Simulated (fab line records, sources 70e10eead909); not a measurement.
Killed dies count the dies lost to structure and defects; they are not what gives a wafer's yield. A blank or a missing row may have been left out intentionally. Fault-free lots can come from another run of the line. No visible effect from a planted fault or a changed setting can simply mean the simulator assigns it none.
2 desks, one fault ; flow nand harc ; only its own numbers are on each desk; what lay behind them is given at the end

## THE DEFECT DESK
Counts from the inspections along the route, per lot, as means over the sampled wafers that have a number. Any lot whose mean is over 4 standard deviations away from the usual mean is out of limits and marked OUT; that distance is given in the brackets.
Columns: A = raw defect count at NHARC_A_WL_FILL_INSPECT_15, usual 464
lot;first seen here;A
L820;day 21 04:08;403
L828;day 24 02:13;489
L827;day 24 06:14;583
L834;day 27 09:12;398
L835;day 27 19:06;407
L836;day 27 22:38;568
L837;day 28 13:31;481
L839;day 28 13:32;645
L838;day 28 13:40;503
L840;day 30 00:05;447
L841;day 30 10:19;469
L843;day 30 21:13;622
L842;day 31 12:07;278
Result from this desk: across the 13 lots, nothing is out of limits.

## FOR THE TOOL OWNER'S DESK: pecvd-04
The tool's own readings at NHARC_A_CONTACT_DEP_24 (deposits SiO2, target thk 500 nm): means of the sampled wafers that have a number, for each lot that ran on this tool. Any lot whose mean is over 4 standard deviations away from the usual mean is out of limits and marked OUT; that distance is given in the brackets.
Columns: A = flow sccm at NHARC_A_CONTACT_DEP_24, usual 2649 sccm; B = heater power outer w at NHARC_A_CONTACT_DEP_24, usual 280 W; C = heater power w at NHARC_A_CONTACT_DEP_24, usual 517 W; D = mfc precursor sccm at NHARC_A_CONTACT_DEP_24, usual 161.4 sccm; E = throttle valve pct at NHARC_A_CONTACT_DEP_24, usual 15.9 %
lot;first seen here;A;B;C;D;E
L820;day 21 04:20;2642;242;496;161.4;15.9
L828;day 24 02:30;2651;255;508;188.3 (+57) OUT;16.2
L827;day 24 06:18;2650;262;509;187.7 (+56) OUT;16.0
L841;day 30 10:23;2647;246;486;161.5;15.3
Finding of this desk: L827, L828 out of limits; the first was L828 at day 24 02:30, on mfc precursor sccm at NHARC_A_CONTACT_DEP_24. In limits: L820, L841.

## BROUGHT TOGETHER
The tool owner's desk could have raised an alarm at day 24 02:30, on L827, L828.
Nothing out of limits was seen by the defect desk.
The defect desk has L827, L828 on record, within its limits.
Every lot named ran NHARC_A_CONTACT_DEP_24 on pecvd-04.

## WHAT WAS PUT IN BY THE SIMULATOR
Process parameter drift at NHARC_A_CONTACT_DEP_24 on pecvd-04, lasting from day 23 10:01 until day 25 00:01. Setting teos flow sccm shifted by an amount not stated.
Struck lots among those shown: L827, L828.
Time in hours from fault onset to the first out-of-limits reading at each desk: the tool owner's desk, 16.
